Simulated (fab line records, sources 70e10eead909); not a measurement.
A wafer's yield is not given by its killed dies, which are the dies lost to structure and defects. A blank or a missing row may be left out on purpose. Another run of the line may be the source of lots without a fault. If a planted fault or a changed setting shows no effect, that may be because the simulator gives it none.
fab line records	flow nand-harc
record: lots: 6	wafers: 18	last-day: 31
route steps=1302 shown P_M1@305 P_M2@318 END@1302
lots that met no fault: from a run of the same line without faults
start-h: start of the lot's first displayed wafer, in hours after the record's first day	wait-h: hours since the lot's step before	" unchanged from the row above	L1.1+2: a row that stands for several wafers	- either no value or no given start	* or withheld: withheld	< > ~ a bound
route shown NAME@n: a module of which the file shows steps, and the number in the route of the first	usual: mean/standard deviation taken from wafers without a fault	same: alike in all rows	chamber/n: place in a boat	sites: readings site by site	_std_site: the standard deviation of these	_edge_site: mean of outer sites minus mean of inner sites	radius-mm: how far each site lies from the wafer's centre	mask NAME#n: copy n	behind: tool/chamber where the wafer was last shaped	hold: why the lot went on hold/how many hours it stayed there/how the hold came to an end	device: the transistor (n, p or np) that didn't switch	end of line: the tests these same wafers got at the end of their route	a step with no rows: only its recipe	killed: count of dies lost to structure and defects at first sort (not the wafer's yield)	map: shows each die of a wafer: x if killed, . if not, _ if none is there
set.NAME: the run value of the setting; set.NAME@STEP: its run value at that earlier step	model.NAME: the simulator's own value behind a step, which no gauge read
certain route steps with their lots: each step a table, each wafer a row
services: when a tool's chamber went out of use (start-h, in hours from the record's first day, below 0 if earlier), for how many hours, and the reason
== steps ==
step: NHARC_P_M1_DEGAS_29
recipe: temp-c: 250	time-s: 60
step: NHARC_P_M1_PRE_CLEAN_30
recipe: time-s: 30	temp-c: 280	gas: H2/He
usual: heater-power-w: 410/40
lot.wafer	tool	chamber	start-h	wait-h	heater-power-w
L762.3	pvd-sputter-03	-	-	-	355
L762.4	"	-	"	"	411
L762.1	"	-	"	"	443
L765.2	pvd-sputter-01	-	-	-	462
L765.1	"	-	"	"	328
L765.4	"	-	"	"	345
L768.1	pvd-sputter-01	-	-	-	405
L768.3	"	-	"	"	333
L768.4	"	-	"	"	340
L776.3	pvd-sputter-01	-	-	-	462
L776.1	"	-	"	"	319
L776.5	"	-	"	"	430
L775.2	pvd-sputter-02	-	-	-	438
L775.4	"	-	"	"	453
L775.3	"	-	"	"	411
L777.3	pvd-sputter-03	-	-	-	386
L777.2	"	-	"	"	437
L777.6	"	-	"	"	386
step: NHARC_P_M1_PVD_20
recipe: target-thk-a: 50	bias-v: 168.6	power-w: 15000	chamber-pressure-pa: 0.12	time-s: 8.06	substrate-temp-c: 50	material: TaN
usual: bias-v: 168.7/1.6	throttle-valve-pct: 30.5/1.1
lot.wafer	tool	chamber	start-h	wait-h	bias-v	throttle-valve-pct
L762.1	pvd-sputter-03	-	-	-	167.6	31.7
L762.4	"	-	"	"	169.3	28.9
L762.3	"	-	"	"	165.9	28.2
L765.4	pvd-sputter-01	-	-	-	167.7	32.1
L765.1	"	-	"	"	168.9	30.9
L765.2	"	-	"	"	168.3	31.8
L768.1	pvd-sputter-01	-	-	-	168.3	32.4
L768.4	"	-	"	"	169.0	30.9
L768.3	"	-	"	"	169.1	31.7
L776.3	pvd-sputter-01	-	-	-	165.6	30.8
L776.1	"	-	"	"	168.8	32.5
L776.5	"	-	"	"	170.0	30.5
L775.4	pvd-sputter-02	-	-	-	167.0	30.0
L775.2	"	-	"	"	169.2	30.9
L775.3	"	-	"	"	170.6	31.3
L777.3	pvd-sputter-03	-	-	-	169.0	29.1
L777.2	"	-	"	"	168.4	30.4
L777.6	"	-	"	"	167.7	29.0
step: NHARC_P_M1_PVD_21
recipe: target-thk-a: 300	chamber-pressure-pa: 5	power-w: 5000	substrate-temp-c: 30	time-s: 20.49	material: Cu
usual: throttle-valve-pct: 30.5/1
lot.wafer	tool	chamber	start-h	wait-h	throttle-valve-pct
L762.1	pvd-sputter-03	-	-	-	28.4
L762.3	"	-	"	"	31.6
L762.4	"	-	"	"	30.2
L765.2	pvd-sputter-01	-	-	-	30.8
L765.1	"	-	"	"	30.7
L765.4	"	-	"	"	32.5
L768.3	pvd-sputter-01	-	-	-	30.5
L768.1	"	-	"	"	30.6
L768.4	"	-	"	"	32.5
L776.3	pvd-sputter-01	-	-	-	32.2
L776.1	"	-	"	"	31.5
L776.5	"	-	"	"	31.0
L775.4	pvd-sputter-02	-	-	-	30.9
L775.2	"	-	"	"	28.9
L775.3	"	-	"	"	30.2
L777.3	pvd-sputter-03	-	-	-	30.2
L777.2	"	-	"	"	28.9
L777.6	"	-	"	"	31.3
step: NHARC_P_M1_ECD_22
recipe: target-thk-a: 4000	bath-temp-c: 25	material: Cu
step: NHARC_P_M1_ANNEAL_31
recipe: temp-c: 225	time-s: 90
step: NHARC_P_M1_CMP_23
recipe: t-overpolish-s: 20	target-thk-nm: 157.82
usual: motor-current-A: 12.2/1.5	time-to-endpoint-s: 28/3.1
lot.wafer	tool	chamber	start-h	wait-h	motor-current-A	time-to-endpoint-s
L762.3	cmp-01	3	142.12	-	10.8	35
L762.4	"	1	"	"	13.7	33
L762.1	"	2	"	"	12.2	31
L765.2	cmp-04	2	172.75	-	13.2	30
L765.4	"	3	"	"	13.1	26
L765.1	"	1	"	"	12.9	27
L768.3	cmp-03	0	195.42	-	8.4	23
L768.1	"	1	"	"	11.2	26
L768.4	"	2	"	"	13.1	22
L776.1	cmp-04	2	280.80	-	12.7	30
L776.3	"	0	"	"	11.8	27
L776.5	"	2	"	"	13.1	28
L775.4	cmp-03	0	281.88	-	8.7	27
L775.3	"	2	"	"	12.0	28
L775.2	"	3	"	"	11.4	29
L777.2	cmp-01	1	295.31	-	13.9	29
L777.3	"	2	"	"	12.5	29
L777.6	"	1	"	"	13.6	27
step: NHARC_P_M1_THK_MEAS_24
recipe: thk-meas-gauge: xrf
usual: thk-nm: 157.6/1.6
lot.wafer	tool	chamber	start-h	wait-h	thk-nm
L762.1	film-metro-02	-	142.44	-	159.3
L762.3	"	-	"	"	158.7
L762.4	"	-	"	"	158.1
L765.1	film-metro-02	-	173.07	-	158.1
L765.2	"	-	"	"	154.8
L765.4	"	-	"	"	156.7
L768.1	film-metro-01	-	195.70	-	158.1
L768.3	"	-	"	"	157.2
L768.4	"	-	"	"	156.8
L776.1	film-metro-02	-	281.11	-	158.7
L776.3	"	-	"	"	156.5
L776.5	"	-	"	"	158.3
L775.2	film-metro-01	-	282.19	-	158.5
L775.3	"	-	"	"	156.3
L775.4	"	-	"	"	160.1
L777.2	film-metro-01	-	295.59	-	158.3
L777.3	"	-	"	"	158.0
L777.6	"	-	"	"	156.7
step: NHARC_P_M1_SRD_25
step: NHARC_P_M1_INSPECT_27
usual: raw-defect-count: 309/120
lot.wafer	tool	chamber	start-h	wait-h	raw-defect-count
L762.1	defect-inspect-01	-	142.59	0.0	274
L762.3	"	-	"	"	167
L762.4	"	-	"	"	176
L765.1	defect-inspect-01	-	173.23	0.0	323
L765.2	"	-	"	"	367
L765.4	"	-	"	"	326
L768.1	defect-inspect-01	-	195.86	0.0	150
L768.3	"	-	"	"	172
L768.4	"	-	"	"	254
L776.1	defect-inspect-01	-	281.27	0.0	510
L776.3	"	-	"	"	245
L776.5	"	-	"	"	383
L775.2	defect-inspect-01	-	282.35	0.0	215
L775.3	"	-	"	"	240
L775.4	"	-	"	"	121
L777.2	defect-inspect-01	-	295.75	0.0	605
L777.3	"	-	"	"	343
L777.6	"	-	"	"	461
step: NHARC_P_M1_PRE_CLEAN_32
recipe: time-s: 12	temp-c: 370	rf-power-w: 300	gas: NH3
step: NHARC_P_M1_DEP_33
recipe: target-thk-a: 300	temp-c: 370	target-thk-nm: 30	pressure-torr: 3	flow-sccm: 200	rf-w: 450	material: SiCN
usual: heater-power-w: 576/84
lot.wafer	tool	chamber	start-h	wait-h	heater-power-w
L762.1	pecvd-04	2	142.74	0.1	425
L762.3	"	1	"	"	517
L762.4	"	0	"	"	639
L765.1	pecvd-01	1	173.38	0.1	556
L765.2	"	2	"	"	621
L765.4	"	1	"	"	550
L768.3	pecvd-01	0	196.01	0.1	767
L768.1	"	2	"	"	611
L768.4	"	0	"	"	766
L776.3	pecvd-01	2	281.46	0.1	641
L776.1	"	0	"	"	630
L776.5	"	2	"	"	646
L775.3	pecvd-04	2	282.54	0.1	428
L775.2	"	0	"	"	602
L775.4	"	1	"	"	574
L777.2	pecvd-03	2	295.90	0.1	650
L777.3	"	0	"	"	541
L777.6	"	2	"	"	655
step: NHARC_P_M2_DEP_00
recipe: target-thk-a: 1825	target-thk-nm: 182.5	temp-c: withheld	pressure-torr: 5	flow-sccm: 200	rf-w: 600	material: SiOC
step: NHARC_P_M2_DEHYDRATE_01
recipe: temp-c: 150	time-s: 120
step: NHARC_P_M2_HMDS_02
recipe: time-s: 30
step: NHARC_P_M2_COAT_34
recipe: temp-c: 200	time-s: 65
step: NHARC_P_M2_COAT_03
recipe: spin-rpm: 1500	resist-thk-nm: 90
step: NHARC_P_M2_SOFTBAKE_04
recipe: temp-c: 105	time-s: 55
step: NHARC_P_M2_EBR_05
step: NHARC_P_M2_EXPOSE_06
recipe: na: 1.35	target-cd-nm: 170	dose-mj: 80.78	mask-id: P_M2
step: NHARC_P_M2_PEB_07
recipe: peb-temp-c: 100	peb-time-s: 65
step: NHARC_P_M2_DEVELOP_08
recipe: develop-time-s: 35	dev-temp-c: 23
step: NHARC_P_M2_CD_MEAS_09
recipe: target-cd-nm: 170	landing-energy-ev: 500
usual: cd-nm: 169.8/0.6
same: landing-energy-ev: 500
lot.wafer	tool	chamber	start-h	wait-h	cd-nm
L762.1	cd-sem-02	0	143.86	-	170.3
L762.3	"	0	"	"	170.9
L762.4	"	0	"	"	170.7
L765.1	cd-sem-02	0	174.63	-	170.0
L765.2	"	0	"	"	170.3
L765.4	"	0	"	"	169.5
L768.1	cd-sem-01	0	197.40	-	169.7
L768.3	"	0	"	"	169.8
L768.4	"	0	"	"	169.5
L776.1	cd-sem-01	0	282.68	-	168.6
L776.3	"	0	"	"	170.6
L776.5	"	0	"	"	169.4
L775.2	cd-sem-01	0	283.75	-	169.7
L775.3	"	0	"	"	170.3
L775.4	"	0	"	"	170.6
L777.2	cd-sem-03	0	297.14	-	170.5
L777.3	"	0	"	"	169.5
L777.6	"	0	"	"	170.0
step: NHARC_P_M2_OVL_MEAS_10
recipe: pitch-nm: 340
usual: overlay-x-nm: 0.0/0.87	overlay-y-nm: 0.1/0.85
lot.wafer	tool	chamber	start-h	wait-h	overlay-x-nm	overlay-y-nm
L762.1	overlay-02	-	143.95	-	0.2	-1.4
L762.3	"	-	"	"	0.4	-1.0
L762.4	"	-	"	"	0.6	-0.3
L765.1	overlay-01	-	174.71	-	-0.3	1.4
L765.2	"	-	"	"	-1.3	1.5
L765.4	"	-	"	"	-0.9	2.1
L768.1	overlay-02	-	197.48	-	-0.1	-1.2
L768.3	"	-	"	"	0.5	-0.6
L768.4	"	-	"	"	0.6	0.0
L776.1	overlay-02	-	282.77	-	0.1	1.0
L776.3	"	-	"	"	0.3	0.7
L776.5	"	-	"	"	1.0	0.6
L775.2	overlay-01	-	283.83	-	1.2	0.4
L775.3	"	-	"	"	0.7	0.8
L775.4	"	-	"	"	0.8	0.4
L777.2	overlay-01	-	297.23	-	1.4	0.3
L777.3	"	-	"	"	1.7	-0.2
L777.6	"	-	"	"	1.9	-0.2
step: NHARC_P_M2_INSPECT_11
usual: raw-defect-count: 4.8/2.6
lot.wafer	tool	chamber	start-h	wait-h	raw-defect-count
L762.1	defect-inspect-01	-	143.99	0.0	6
L762.3	"	-	"	"	2
L762.4	"	-	"	"	4
L765.1	defect-inspect-01	-	174.75	0.0	1044
L765.2	"	-	"	"	1045
L765.4	"	-	"	"	991
L768.1	defect-inspect-02	-	197.52	0.0	1007
L768.3	"	-	"	"	981
L768.4	"	-	"	"	1007
L776.1	defect-inspect-01	-	282.80	0.0	4
L776.3	"	-	"	"	2
L776.5	"	-	"	"	3
L775.2	defect-inspect-02	-	283.87	0.0	2
L775.3	"	-	"	"	5
L775.4	"	-	"	"	4
L777.2	defect-inspect-01	-	297.26	0.0	5
L777.3	"	-	"	"	1
L777.6	"	-	"	"	4
step: NHARC_P_M2_DESCUM_14
recipe: time-s: 3	o2-flow-sccm: 200	ar-flow-sccm: 0	bias-power-w: 0	chemistry: O2
usual: chamber-pressure-mTorr: 60.01/0.18	drypump-motor-current-A: 5.7/0.5	oes-product-au: 1.006/0.009	rf-vpp-V: 57.9/0.88	showerhead-plenum-p-Torr: 1.91/0.087	throttle-valve-pct: 11.310/0.009
lot.wafer	tool	chamber	start-h	wait-h	chamber-pressure-mTorr	drypump-motor-current-A	oes-product-au	rf-hours-counter-h	rf-vpp-V	showerhead-plenum-p-Torr	throttle-valve-pct
L762.4	rie-diel-05	0	144.05	0.1	60.00	6.1	1.018	2.7	57.5	1.91	11.308
L762.3	"	2	"	"	59.98	5.5	0.990	3.3	58.3	1.86	11.327
L762.1	"	3	"	"	60.06	6.5	1.004	3.8	57.5	2.06	11.320
L765.1	rie-diel-05	2	174.81	0.1	59.94	5.5	0.995	3.8	56.8	1.86	11.313
L765.2	"	0	"	"	60.01	6.1	1.006	4.4	57.1	1.91	11.303
L765.4	"	1	"	"	60.03	6.0	1.006	4.6	59.0	1.91	11.304
L768.1	rie-diel-05	1	197.58	0.1	60.01	6.0	1.001	6.1	58.6	1.91	11.323
L768.3	"	3	"	"	59.96	6.4	1.001	6.8	57.6	2.06	11.293
L768.4	"	3	"	"	60.06	6.4	1.000	-	58.7	2.06	11.294
L776.3	rie-diel-05	1	282.86	0.1	59.96	6.0	1.019	2.1	59.5	1.91	11.317
L776.1	"	3	"	"	59.96	6.4	1.004	1.5	58.7	2.06	11.307
L776.5	"	2	"	"	59.94	5.5	1.013	-	58.3	1.86	11.316
L775.2	rie-diel-05	0	283.93	0.1	60.02	6.1	1.020	1.6	57.8	1.91	11.299
L775.4	"	1	"	"	59.99	5.9	1.021	2.2	58.0	1.91	11.303
L775.3	"	2	"	"	60.10	5.5	1.016	1.7	57.2	1.86	11.321
L777.3	rie-diel-06	0	297.33	0.1	59.98	5.5	1.005	9.8	58.0	1.96	11.307
L777.2	"	1	"	"	59.87	5.1	1.012	10.1	57.8	1.92	11.308
L777.6	"	1	"	"	59.98	5.1	1.011	-	58.9	1.92	11.310
step: NHARC_END_SORT_01
recipe: temp-c: 25
usual: defect-limited-yield: 90.9/2.6	killed-at-array: 57/18	killed-at-other: 0.8/1	killed-at-periphery: 3.9/2.8	killed-dies: 62/18	killed-open: 3.4/1.8	killed-short: 2.2/1.6
same: gross-dies: 677
lot.wafer	tool	chamber	start-h	wait-h	defect-limited-yield[%]	killed-at-array	killed-at-other	killed-at-periphery	killed-dies	killed-open	killed-short
L765.1	prober-02	0	612.92	2.5	77.1	53	0	102	155	4	0
L765.2	prober-02	0	613.73	2.8	82.3	24	0	96	120	2	1
L765.4	prober-02	0	615.34	3.4	76.8	51	0	106	157	3	1
L768.1	prober-01	0	622.44	2.5	83.5	23	0	89	112	4	0
L768.3	prober-01	0	624.02	3.1	82.9	46	0	70	116	2	1
L768.4	prober-01	0	624.81	3.4	85.1	27	2	72	101	3	1
L776.1	prober-02	0	704.86	2.5	87.4	84	0	1	85	5	2
L776.3	prober-02	0	706.44	3.1	89.5	71	0	0	71	6	2
L776.5	prober-02	0	708.03	3.7	90.0	64	0	4	68	1	6
L775.2	prober-01	0	705.66	2.8	92.3	51	0	1	52	1	2
L775.3	prober-01	0	706.45	3.1	88.6	72	0	5	77	4	0
L775.4	prober-01	0	707.24	3.4	88.9	72	0	3	75	6	4
L777.2	prober-01	0	741.79	2.8	90.4	63	2	0	65	2	0
L777.3	prober-01	0	742.60	3.1	89.2	72	1	0	73	1	1
L777.6	prober-01	0	745.02	4.0	90.1	63	2	2	67	6	5
killed by level:class
L765.1 P_M1:unspecified=96 A_CHANNEL_HOLE_D2:chamber-film-flake=34 P_GATE:chamber-film-flake=4 A_CHANNEL_HOLE_D1:chamber-film-flake=4 A_CONTACT:chamber-film-flake=4 A_CHANNEL_FILL_D1:chamber-film-flake=3 A_STAIRCASE:chamber-film-flake=3 P_GATE:geometric-particle:open=1
L765.2 P_M1:unspecified=91 A_CHANNEL_HOLE_D2:chamber-film-flake=13 P_GATE:chamber-film-flake=2 A_CHANNEL_FILL_D1:chamber-film-flake=2 A_CONTACT:chamber-film-flake=2 A_M0:chamber-film-flake=2 P_CONTACT:geometric-particle:open=1 P_M0:geometric-particle:short=1
L765.4 P_M1:unspecified=98 A_CHANNEL_HOLE_D2:chamber-film-flake=34 P_GATE:chamber-film-flake=5 A_CHANNEL_HOLE_D1:chamber-film-flake=4 A_STAIRCASE:chamber-film-flake=3 P_BONDPAD:chamber-film-flake=2 A_M0:chamber-film-flake=2 P_CONTACT:geometric-particle:open=1
L768.1 P_M1:unspecified=88 A_SLIT:chamber-film-flake=12 A_CHANNEL_HOLE_D1:chamber-film-flake=3 A_CHANNEL_HOLE_D2:chamber-film-flake=2 A_CHANNEL_FILL_D1:geometric-particle:open=1 A_DECK1_JOINT:geometric-particle:open=1 A_CHANNEL_HOLE_D2:geometric-particle:open=1 A_CONTACT:geometric-particle:open=1
L768.3 P_M1:unspecified=66 A_SLIT:chamber-film-flake=29 A_CHANNEL_HOLE_D2:chamber-film-flake=9 A_CHANNEL_HOLE_D1:chamber-film-flake=2 A_CONTACT:chamber-film-flake=2 P_CONTACT:geometric-particle:short=1 P_CONTACT:geometric-particle:open=1 A_DECK1_JOINT:geometric-particle:open=1
L768.4 P_M1:unspecified=68 A_SLIT:chamber-film-flake=13 A_CHANNEL_HOLE_D2:chamber-film-flake=8 A_CHANNEL_HOLE_D1:chamber-film-flake=3 THIN_TSV:chamber-film-flake=2 P_GATE:geometric-particle:open=1 P_CONTACT:geometric-particle:short=1 A_CHANNEL_FILL_D2:geometric-particle:open=1
L776.1 A_CHANNEL_HOLE_D1:chamber-film-flake=36 A_SLIT:chamber-film-flake=32 A_CONTACT:chamber-film-flake=4 A_ONON_D1:geometric-particle:open=2 A_STAIRCASE:chamber-film-flake=2 A_CHANNEL_HOLE_D1:geometric-particle:open=1 A_CHANNEL_HOLE_D1:geometric-particle:short=1 A_CONTACT:geometric-particle:open=1
L775.2 A_CHANNEL_HOLE_D1:chamber-film-flake=31 A_CHANNEL_HOLE_D2:chamber-film-flake=11 A_SLIT:chamber-film-flake=4 P_STI:geometric-particle:open=1 A_DECK1_JOINT:geometric-particle:short=1 A_CHANNEL_FILL_D2:geometric-particle:short=1 A_CHANNEL_FILL_D1:chamber-film-flake=1 A_STAIRCASE:chamber-film-flake=1
L776.3 A_CHANNEL_HOLE_D1:chamber-film-flake=31 A_SLIT:chamber-film-flake=24 A_BLC:geometric-particle:open=3 A_CONTACT:chamber-film-flake=3 A_ONON_D1:geometric-particle:short=1 A_ONON_D1:geometric-particle:open=1 A_CHANNEL_FILL_D2:geometric-particle:short=1 A_WL_FILL:geometric-particle:open=1
L775.3 A_CHANNEL_HOLE_D1:chamber-film-flake=39 A_CHANNEL_HOLE_D2:chamber-film-flake=18 A_SLIT:chamber-film-flake=4 A_CONTACT:chamber-film-flake=4 A_STAIRCASE:chamber-film-flake=3 P_ZERO_WELL:chamber-film-flake=2 P_CONTACT:geometric-particle:open=1 P_M0:geometric-particle:open=1
L775.4 A_CHANNEL_HOLE_D1:chamber-film-flake=34 A_CHANNEL_HOLE_D2:chamber-film-flake=18 A_SLIT:chamber-film-flake=6 A_WL_FILL:geometric-particle:open=3 A_CONTACT:chamber-film-flake=3 P_GATE:geometric-particle:open=1 P_GATE:geometric-particle:short=1 P_CONTACT:geometric-particle:open=1
L776.5 A_CHANNEL_HOLE_D1:chamber-film-flake=29 A_SLIT:chamber-film-flake=20 A_STAIRCASE:chamber-film-flake=4 A_CONTACT:chamber-film-flake=3 A_M0:geometric-particle:short=2 P_ZERO_WELL:chamber-film-flake=2 A_CHANNEL_FILL_D1:chamber-film-flake=2 P_M0:geometric-particle:short=1
L777.2 A_CHANNEL_HOLE_D2:chamber-film-flake=29 A_SLIT:chamber-film-flake=21 A_CHANNEL_HOLE_D1:chamber-film-flake=4 A_STAIRCASE:chamber-film-flake=2 A_SGD_CUT:chamber-film-flake=2 THIN_TSV:chamber-film-flake=2 A_CHANNEL_FILL_D1:geometric-particle:open=1 A_ONON_D2:geometric-particle:open=1
L777.3 A_SLIT:chamber-film-flake=39 A_CHANNEL_HOLE_D2:chamber-film-flake=16 A_CHANNEL_HOLE_D1:chamber-film-flake=5 A_CONTACT:chamber-film-flake=5 A_SGD_CUT:chamber-film-flake=3 A_CHANNEL_FILL_D1:geometric-particle:short=1 A_CONTACT:geometric-particle:open=1 A_CHANNEL_FILL_D1:chamber-film-flake=1
L777.6 A_SLIT:chamber-film-flake=27 A_CHANNEL_HOLE_D2:chamber-film-flake=16 A_CHANNEL_HOLE_D1:chamber-film-flake=5 A_CONTACT:chamber-film-flake=3 A_BLC:geometric-particle:open=2 P_M0:geometric-particle:open=1 A_CHANNEL_HOLE_D2:geometric-particle:short=1 A_CHANNEL_FILL_D2:geometric-particle:short=1
map L765.4 (x killed, . not)
____________.____________
_________......._________
_______..........._______
______..........x..______
_____..............x_____
____......x.x........____
____...x.x..x...x....____
___..x..x.xx..x.......___
___....x.xxx..........___
__......xxxx...........__
__.....xxxx..xx........__
_......xxxxx...x........_
_.....x.xxx..x.........._
_..x.xxxx.x........x...._
_.xxxxxx..xx............_
_xxxxxxxx..............._
..xxxxxxx.x.........x....
..xxxxxxxx.x........xx...
..xxxxxxxxx..............
x.xxxxxxxxx..........x..x
.xxxxxxxxx...x...........
_.xxxxxxxx.............x_
_.xxxxxxxxx............._
_xxxxxxxxx.............._
_.x.xxx..............x.._
_..xxx.................._
__...x.x...............__
__................x..x.__
___...................___
___...................___
____.................____
____.........x.......____
_____..............._____
______.....x.xx....______
_______...x......._______
_________...x..._________
____________.____________
map L768.3 (x killed, . not)
____________.____________
_________....x.._________
_______..........._______
______.............______
_____..............._____
____.................____
____.................____
___...........x.......___
___...................___
__.........x...........__
__.....................__
_..................x...._
_....................x.._
_...............x.x.xxx._
_...................xxxx_
_............x....x.xxx._
...................xxxxxx
................x.xxxx...
...................xxxx.x
...................xx..x.
.................x..xxxx.
_....................xx._
_....................x.x_
_.................xxxx.._
_................xxxxxx._
_..............x.xxxxxxx_
__.........x....xxxxxxx__
__.............xxxxxxxx__
___............xxxxxxx___
___.............xxxxxx___
____...........xxxxxx____
____............xxxxx____
_____...........xxxx_____
______.....x.....xx______
_______xx......x.x_______
_________......._________
____________.____________
== services ==
tool	chamber	start-h	hours	kind
pecvd-01	-	130.45	13.0	pm
rie-diel-05	0	134.22	4.4	repair
pvd-sputter-01	-	147.10	2.9	repair
cmp-04	-	151.82	0.7	repair
cmp-01	-	155.51	2.1	repair
rie-diel-05	2	155.74	2.8	repair
pecvd-04	-	158.73	3.2	repair
cmp-04	-	161.08	2.8	repair
cmp-03	-	162.06	4.0	pm
pvd-sputter-03	-	170.03	10.0	pm
cmp-01	-	178.65	1.0	repair
cmp-01	-	182.24	0.6	repair
cmp-01	-	185.59	4.0	pm
cmp-01	-	195.27	0.9	repair
cmp-04	-	209.11	4.0	pm
pvd-sputter-03	-	220.18	1.7	repair
pvd-sputter-01	-	226.00	10.0	pm
cmp-03	-	227.05	3.7	repair
pvd-sputter-02	-	228.53	0.8	repair
rie-diel-05	-	229.66	9.0	pm
pecvd-04	1	230.66	6.3	repair
rie-diel-05	2	240.45	12.0	repair
pvd-sputter-01	-	259.55	2.5	repair
pvd-sputter-02	-	282.00	10.0	pm
== key ==
first-sign: step: NHARC_P_M2_INSPECT_11	reading: raw-defect-count	direction: up	sigmas: 99+	usual: 4.8	struck: 1012.5
effect: step: NHARC_END_SORT_01	reading: killed-at-periphery	direction: up	sigmas: 30	usual: 3.9	struck: 89.2
more-kills-born-at: NHARC_P_M1_DEP_33@pecvd-01: 507
met-at NHARC_P_M1_DEP_33
struck-wafers L765.1,L765.2,L765.4,L768.1,L768.3,L768.4
fault: kind: chamber-particle-source	tool: pecvd-01	chamber: -	onset-h: 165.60	steps: NHARC_P_M1_DEP_33	rate-per-visit-cm2: 1.5719	end-h: 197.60
